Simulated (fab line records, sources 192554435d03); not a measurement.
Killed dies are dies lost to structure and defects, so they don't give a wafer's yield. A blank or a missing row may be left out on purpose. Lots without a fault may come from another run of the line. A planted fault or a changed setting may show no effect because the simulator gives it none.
Which tool did it? | flow n5_finfet | 22 lots, 66 wafers sampled, at 5 steps of a route of 1938

WHAT THE GAUGES READ, wafer by wafer
N5_MOL_CONTACT_COAG_CD_MEAS_40: target cd 25.1 nm. Usual: cd_nm 25.17 nm, standard deviation 0.26.
lot  | measured     | on        | cd_nm (nm)        | flag
L074 | day 5 17:06  | cd_sem-02 | 24.90 25.32 24.60 |
L076 | day 5 19:44  | cd_sem-01 | 24.74 25.16 25.02 |
L075 | day 5 20:47  | cd_sem-03 | 24.92 25.04 24.74 |
L077 | day 5 21:41  | cd_sem-02 | 25.41 24.95 25.11 |
L078 | day 6 08:19  | cd_sem-02 | 24.87 25.27 25.22 |
L079 | day 6 13:57  | cd_sem-03 | 25.67 25.02 25.12 |
L080 | day 6 21:12  | cd_sem-03 | 24.71 25.27 25.33 |
L081 | day 7 03:43  | cd_sem-03 | 25.40 24.95 25.01 |
L082 | day 7 07:58  | cd_sem-02 | 25.28 25.23 25.35 |
L083 | day 7 12:37  | cd_sem-03 | 25.12 25.23 25.12 |
L085 | day 8 06:43  | cd_sem-01 | 25.09 24.93 25.05 |
L086 | day 8 08:59  | cd_sem-02 | 24.83 25.35 25.33 |
L087 | day 8 12:37  | cd_sem-01 | 25.46 25.61 24.98 |
L088 | day 8 15:46  | cd_sem-03 | 25.34 25.02 24.80 |
L089 | day 9 02:02  | cd_sem-03 | 25.32 25.44 25.08 |
L090 | day 9 05:27  | cd_sem-02 | 24.88 24.98 25.07 |
L091 | day 9 08:30  | cd_sem-03 | 24.97 25.44 25.39 |
L092 | day 9 16:52  | cd_sem-01 | 25.44 25.46 25.52 |
L094 | day 10 09:51 | cd_sem-03 | 24.67 24.85 24.78 |
L095 | day 10 13:35 | cd_sem-01 | 25.60 25.58 25.36 |
L096 | day 10 16:14 | cd_sem-01 | 25.07 24.66 24.63 |
L097 | day 11 01:50 | cd_sem-01 | 25.24 25.39 25.29 |

WHICH TOOL RAN EACH LOT (tool, then ch and the chambers of the sampled wafers, then the start)
lot  | N5_MOL_CONTACT_COAG_SPUTTER_130 | N5_MOL_CONTACT_COAG_ETCH_90        | N5_MOL_CONTACT_COAG_ALD_131       | N5_MOL_CONTACT_COAG_VIA_ETCH_46
L074 | pvd_sputter-02, day 5 11:40     | rie_diel-04 ch 1,3, day 5 15:46    | ald_sin-04 ch 0,1, day 5 15:59    | rie_diel-05 ch 0,1,2, day 5 16:19
L076 | pvd_sputter-03, day 5 13:26     | rie_diel-04 ch 0,3, day 5 18:17    | ald_sin-04 ch 2,3, day 5 18:26    | rie_diel-04 ch 0,3, day 5 19:05
L075 | pvd_sputter-02, day 5 13:31     | rie_diel-05 ch 0,1, day 5 19:33    | ald_sin-01 ch 0,3, day 5 19:38    | rie_diel-05 ch 1,2, day 5 20:01
L077 | pvd_sputter-02, day 5 14:18     | rie_diel-05 ch 0,1,2, day 5 20:14  | ald_sin-03 ch 0,1, day 5 20:19    | rie_diel-05 ch 0,1,2, day 5 20:55
L078 | pvd_sputter-03, day 6 02:51     | rie_diel-01 ch 1,3, day 6 07:13    | ald_sin-03 ch 1,3, day 6 07:17    | rie_diel-04 ch 1,2,3, day 6 07:38
L079 | pvd_sputter-02, day 6 08:24     | rie_diel-05 ch 0,2,3, day 6 12:47  | ald_sin-01 ch 0,2,3, day 6 12:52  | rie_diel-05 ch 0,3, day 6 13:17
L080 | pvd_sputter-03, day 6 14:31     | rie_diel-04 ch 1,2,3, day 6 19:58  | ald_sin-04 ch 0,2, day 6 20:02    | rie_diel-05 ch 1,3, day 6 20:25
L081 | pvd_sputter-03, day 6 22:22     | rie_diel-01 ch 0,1,3, day 7 02:37  | ald_sin-04 ch 1,2,3, day 7 02:42  | rie_diel-01 ch 1,2, day 7 03:04
L082 | pvd_sputter-02, day 7 01:46     | rie_diel-01 ch 1,2,3, day 7 06:53  | ald_sin-03 ch 0,2, day 7 06:58    | rie_diel-01 ch 0,1,2, day 7 07:19
L083 | pvd_sputter-03, day 7 07:22     | rie_diel-01 ch 0,1,2, day 7 11:25  | ald_sin-01 ch 0,1, day 7 11:29    | rie_diel-01 ch 0,1,2, day 7 11:50
L085 | pvd_sputter-01, day 8 00:51     | rie_diel-01 ch 0,2, day 8 05:37    | ald_sin-03 ch 0,2,3, day 8 05:44  | rie_diel-01 ch 1,3, day 8 06:04
L086 | pvd_sputter-01, day 8 03:11     | rie_diel-05 ch 2,3, day 8 07:50    | ald_sin-01 ch 1,2,3, day 8 07:59  | rie_diel-01 ch 2,3, day 8 08:20
L087 | pvd_sputter-01, day 8 06:04     | rie_diel-04 ch 1,3, day 8 11:21    | ald_sin-04 ch 2,3, day 8 11:26    | rie_diel-01 ch 0,1, day 8 11:51
L088 | pvd_sputter-02, day 8 08:28     | rie_diel-04 ch 0,3, day 8 14:24    | ald_sin-01 ch 0,2, day 8 14:29    | rie_diel-05 ch 0,1,3, day 8 14:59
L089 | pvd_sputter-01, day 8 20:49     | rie_diel-04 ch 2,3, day 9 00:58    | ald_sin-04 ch 0,1,2, day 9 01:02  | rie_diel-05 ch 0,1, day 9 01:22
L090 | pvd_sputter-01, day 9 00:19     | rie_diel-05 ch 0,1,2, day 9 04:21  | ald_sin-03 ch 0,3, day 9 04:26    | rie_diel-04 ch 0,1,2, day 9 04:48
L091 | pvd_sputter-01, day 9 03:30     | rie_diel-04 ch 1,2, day 9 07:26    | ald_sin-03 ch 1,2, day 9 07:31    | rie_diel-04 ch 1,2, day 9 07:50
L092 | pvd_sputter-02, day 9 09:33     | rie_diel-05 ch 0,2,3, day 9 15:02  | ald_sin-04 ch 1,2, day 9 15:07    | rie_diel-04 ch 2, day 9 15:56
L094 | pvd_sputter-02, day 10 04:17    | rie_diel-04 ch 2,3, day 10 08:41   | ald_sin-03 ch 0,2,3, day 10 08:51 | rie_diel-05 ch 1,2,3, day 10 09:11
L095 | pvd_sputter-03, day 10 07:19    | rie_diel-01 ch 0,3, day 10 11:47   | ald_sin-04 ch 1,2, day 10 12:23   | rie_diel-04 ch 2, day 10 12:49
L096 | pvd_sputter-02, day 10 10:30    | rie_diel-01 ch 0,2,3, day 10 14:41 | ald_sin-03 ch 1,2, day 10 14:56   | rie_diel-04 ch 2,3, day 10 15:22
L097 | pvd_sputter-01, day 10 20:06    | rie_diel-05 ch 0,2,3, day 11 00:09 | ald_sin-03 ch 0,1,2, day 11 00:41 | rie_diel-05 ch 2,3, day 11 01:04
- N5_MOL_CONTACT_COAG_SPUTTER_130: material Co, target thk 47.5 nm.
- N5_MOL_CONTACT_COAG_ETCH_90: etches SiARC in CF4, target depth 13 nm, time 21.7 s.
- N5_MOL_CONTACT_COAG_ALD_131: deposits SiO2, target thk 5 nm, pulse time 1 s, co reactant pulse time 1 s.
- N5_MOL_CONTACT_COAG_VIA_ETCH_46: etches SiO2 in C4F6/O2, target depth 46 nm, overetch 9.2 nm, time 40 s.

WHAT THE TOOLS THEMSELVES READ (means of the sampled wafers that have a number; where no wafer has one, the mark that the record gives instead)
N5_MOL_CONTACT_COAG_SPUTTER_130. Usual: throttle_valve_pct 30.3 %, standard deviation 1.2.
lot  | tool           | throttle_valve_pct (%) | flag
L074 | pvd_sputter-02 | 30.0                   |
L076 | pvd_sputter-03 | 30.2                   |
L075 | pvd_sputter-02 | 29.9                   |
L077 | pvd_sputter-02 | 29.8                   |
L078 | pvd_sputter-03 | 31.3                   |
L079 | pvd_sputter-02 | 30.6                   |
L080 | pvd_sputter-03 | 30.0                   |
L081 | pvd_sputter-03 | 30.9                   |
L082 | pvd_sputter-02 | 30.0                   |
L083 | pvd_sputter-03 | 30.8                   |
L085 | pvd_sputter-01 | 30.9                   |
L086 | pvd_sputter-01 | 30.6                   |
L087 | pvd_sputter-01 | 30.0                   |
L088 | pvd_sputter-02 | 30.6                   |
L089 | pvd_sputter-01 | 30.9                   |
L090 | pvd_sputter-01 | 31.1                   |
L091 | pvd_sputter-01 | 30.8                   |
L092 | pvd_sputter-02 | 30.2                   |
L094 | pvd_sputter-02 | 30.1                   |
L095 | pvd_sputter-03 | 30.2                   |
L096 | pvd_sputter-02 | 30.2                   |
L097 | pvd_sputter-01 | 29.7                   |

N5_MOL_CONTACT_COAG_ETCH_90. Usual: bias_w 36.02 W, standard deviation 0.11; drypump_motor_current_A 5.9 A, standard deviation 0.42; etch_rf_on_time_s 21.7 s, standard deviation 0.58; oes_product_au 0.67 a.u., standard deviation 0.069; rf_vpp_V 184.5 V, standard deviation 1.1; showerhead_plenum_p_Torr 2.18 Torr, standard deviation 0.059; throttle_valve_pct 15.54 %, standard deviation 0.21.
lot  | tool        | bias_w (W) | drypump_motor_current_A (A) | etch_rf_on_time_s (s) | oes_product_au (a.u.) | rf_vpp_V (V) | showerhead_plenum_p_Torr (Torr) | throttle_valve_pct (%) | flag
L074 | rie_diel-04 | 36.03      | 6.1                         | 21.2                  | 0.75                  | 185.3        | 2.18                            | 15.54                  |
L076 | rie_diel-04 | 36.02      | 5.3                         | 21.4                  | 0.61                  | 184.2        | 2.14                            | 15.80                  |
L075 | rie_diel-05 | 36.11      | 5.9                         | 21.6                  | 0.68                  | 184.7        | 2.18                            | 15.46                  |
L077 | rie_diel-05 | 35.95      | 5.9                         | 22.0                  | 0.70                  | 183.9        | 2.16                            | 15.52                  |
L078 | rie_diel-01 | 36.02      | 6.2                         | 22.5                  | 0.62                  | 184.1        | 2.13                            | 15.53                  |
L079 | rie_diel-05 | 36.01      | 6.0                         | 21.4                  | 0.78                  | 184.9        | 2.24                            | 15.27                  |
L080 | rie_diel-04 | 35.99      | 5.9                         | 21.3                  | 0.70                  | 185.5        | 2.18                            | 15.55                  |
L081 | rie_diel-01 | 35.98      | 6.2                         | 22.1                  | 0.65                  | 184.3        | 2.17                            | 15.57                  |
L082 | rie_diel-01 | 35.94      | 5.9                         | 22.0                  | 0.62                  | 184.2        | 2.13                            | 15.58                  |
L083 | rie_diel-01 | 35.95      | 5.9                         | 21.8                  | 0.64                  | 184.3        | 2.17                            | 15.62                  |
L085 | rie_diel-01 | 36.00      | 6.0                         | 22.1                  | 0.68                  | 184.8        | 2.22                            | 15.47                  |
L086 | rie_diel-05 | 36.04      | 6.4                         | 21.4                  | 0.76                  | 184.4        | 2.23                            | 15.32                  |
L087 | rie_diel-04 | 35.99      | 6.1                         | 21.6                  | 0.71                  | 185.0        | 2.18                            | 15.58                  |
L088 | rie_diel-04 | 35.88      | 5.3                         | 21.5                  | 0.59                  | 183.8        | 2.13                            | 15.85                  |
L089 | rie_diel-04 | 36.03      | 5.7                         | 21.1                  | 0.63                  | 184.7        | 2.18                            | 15.65                  |
L090 | rie_diel-05 | 36.09      | 5.9                         | 21.7                  | 0.73                  | 185.6        | 2.23                            | 15.43                  |
L091 | rie_diel-04 | 36.01      | 6.1                         | 21.7                  | 0.72                  | 183.7        | 2.17                            | 15.54                  |
L092 | rie_diel-05 | 35.99      | 6.1                         | 21.7                  | 0.72                  | 185.0        | 2.23                            | 15.33                  |
L094 | rie_diel-04 | 36.07      | 5.7                         | 21.1                  | 0.62                  | 183.9        | 2.17                            | 15.68                  |
L095 | rie_diel-01 | 36.04      | 6.3                         | 21.9                  | 0.66                  | 185.0        | 2.21                            | 15.49                  |
L096 | rie_diel-01 | 36.13      | 6.1                         | 22.3                  | 0.64                  | 184.0        | 2.16                            | 15.50                  |
L097 | rie_diel-05 | 36.19      | 6.1                         | 21.6                  | 0.70                  | 184.6        | 2.22                            | 15.37                  |

N5_MOL_CONTACT_COAG_ALD_131. Usual: heater_power_w 80 W, standard deviation 8; precursor_pulse_height_rel 1.000, standard deviation 0.02.
lot  | tool       | heater_power_w (W) | precursor_pulse_height_rel | flag
L074 | ald_sin-04 | 73                 | 0.993                      |
L076 | ald_sin-04 | 82                 | 1.020                      |
L075 | ald_sin-01 | 86                 | 1.002                      |
L077 | ald_sin-03 | 74                 | 1.005                      |
L078 | ald_sin-03 | 76                 | 1.001                      |
L079 | ald_sin-01 | 91                 | 0.992                      |
L080 | ald_sin-04 | 77                 | 1.031                      |
L081 | ald_sin-04 | 79                 | 1.008                      |
L082 | ald_sin-03 | 74                 | 1.004                      |
L083 | ald_sin-01 | 80                 | 1.002                      |
L085 | ald_sin-03 | 78                 | 0.997                      |
L086 | ald_sin-01 | 84                 | 1.010                      |
L087 | ald_sin-04 | 83                 | 0.994                      |
L088 | ald_sin-01 | 93                 | 1.005                      |
L089 | ald_sin-04 | 79                 | 1.017                      |
L090 | ald_sin-03 | 80                 | 1.004                      |
L091 | ald_sin-03 | 76                 | 1.018                      |
L092 | ald_sin-04 | 81                 | 0.982                      |
L094 | ald_sin-03 | 77                 | 0.991                      |
L095 | ald_sin-04 | 86                 | 0.979                      |
L096 | ald_sin-03 | 75                 | 0.971                      |
L097 | ald_sin-03 | 74                 | 1.003                      |

N5_MOL_CONTACT_COAG_VIA_ETCH_46. Usual: bias_w 454.9 W, standard deviation 1.4; drypump_motor_current_A 5.9 A, standard deviation 0.37; oes_product_au 0.71 a.u., standard deviation 0.074; rf_vpp_V 1605 V, standard deviation 44; showerhead_plenum_p_Torr 2.89 Torr, standard deviation 0.097; throttle_valve_pct 40.8 %, standard deviation 0.58.
lot  | tool        | bias_w (W) | drypump_motor_current_A (A) | oes_product_au (a.u.) | rf_vpp_V (V) | showerhead_plenum_p_Torr (Torr) | throttle_valve_pct (%) | flag
L074 | rie_diel-05 | 453.8      | 5.9                         | 0.73                  | 1597         | 2.86                            | 40.7                   |
L076 | rie_diel-04 | 456.0      | 5.3                         | 0.63                  | 1539         | 2.81                            | 40.5                   |
L075 | rie_diel-05 | 454.0      | 6.1                         | 0.68                  | 1631         | 2.75                            | 40.9                   |
L077 | rie_diel-05 | 456.0      | 5.9                         | 0.74                  | 1595         | 2.86                            | 40.7                   |
L078 | rie_diel-04 | 454.3      | 5.9                         | 0.73                  | 1612         | 2.89                            | 41.0                   |
L079 | rie_diel-05 | 455.6      | 6.0                         | 0.79                  | 1561         | 3.02                            | 40.7                   |
L080 | rie_diel-05 | 455.6      | 6.5                         | 0.85                  | 1619         | 3.03                            | 41.4                   |
L081 | rie_diel-01 | 455.9      | 5.7                         | 0.64                  | 1616         | 2.82                            | 40.5                   |
L082 | rie_diel-01 | 454.7      | 5.9                         | 0.68                  | 1599         | 2.88                            | 41.0                   |
L083 | rie_diel-01 | 455.8      | 5.9                         | 0.68                  | 1599         | 2.88                            | 41.0                   |
L085 | rie_diel-01 | 454.1      | 6.1                         | 0.63                  | 1608         | 2.79                            | 40.9                   |
L086 | rie_diel-01 | 456.2      | 5.9                         | 0.66                  | 1618         | 2.83                            | 40.0                   |
L087 | rie_diel-01 | 454.7      | 6.0                         | 0.65                  | 1592         | 2.86                            | 41.5                   |
L088 | rie_diel-05 | 455.7      | 6.2                         | 0.78                  | 1604         | 3.01                            | 41.1                   |
L089 | rie_diel-05 | 454.0      | 6.0                         | 0.78                  | 1633         | 3.01                            | 41.3                   |
L090 | rie_diel-04 | 454.4      | 5.7                         | 0.71                  | 1569         | 2.84                            | 41.0                   |
L091 | rie_diel-04 | 455.2      | 6.1                         | 0.76                  | 1583         | 2.89                            | 41.2                   |
L092 | rie_diel-04 | 454.6      | 5.7                         | 0.69                  | 1667         | 2.85                            | 41.4                   |
L094 | rie_diel-05 | 455.2      | 6.2                         | 0.77                  | 1618         | 2.96                            | 41.2                   |
L095 | rie_diel-04 | 455.4      | 5.7                         | 0.68                  | 1667         | 2.84                            | 41.4                   |
L096 | rie_diel-04 | 454.5      | 5.7                         | 0.66                  | 1652         | 2.85                            | 41.1                   |
L097 | rie_diel-05 | 454.0      | 6.4                         | 0.76                  | 1591         | 2.97                            | 41.0                   |

THE ANSWER, worked out from the rows above alone
Rule: a lot is off if the mean of its wafers that have a number lies more than 3 standard deviations from the usual mean. A lot without any number at a reading at which 4 lots or more have one is off too. The other lots that the step has rows for count as sound. The gauges are gone through in route order, then the tools' own readings, and for those a lot's mean is taken as printed above. The first step at which some lot is off is used, and at that step the reading that is off furthest; a lot without a number counts as furthest.
No lot is off at any reading shown: from this, nothing can be told.

WHAT THE SIMULATOR HAD PUT IN
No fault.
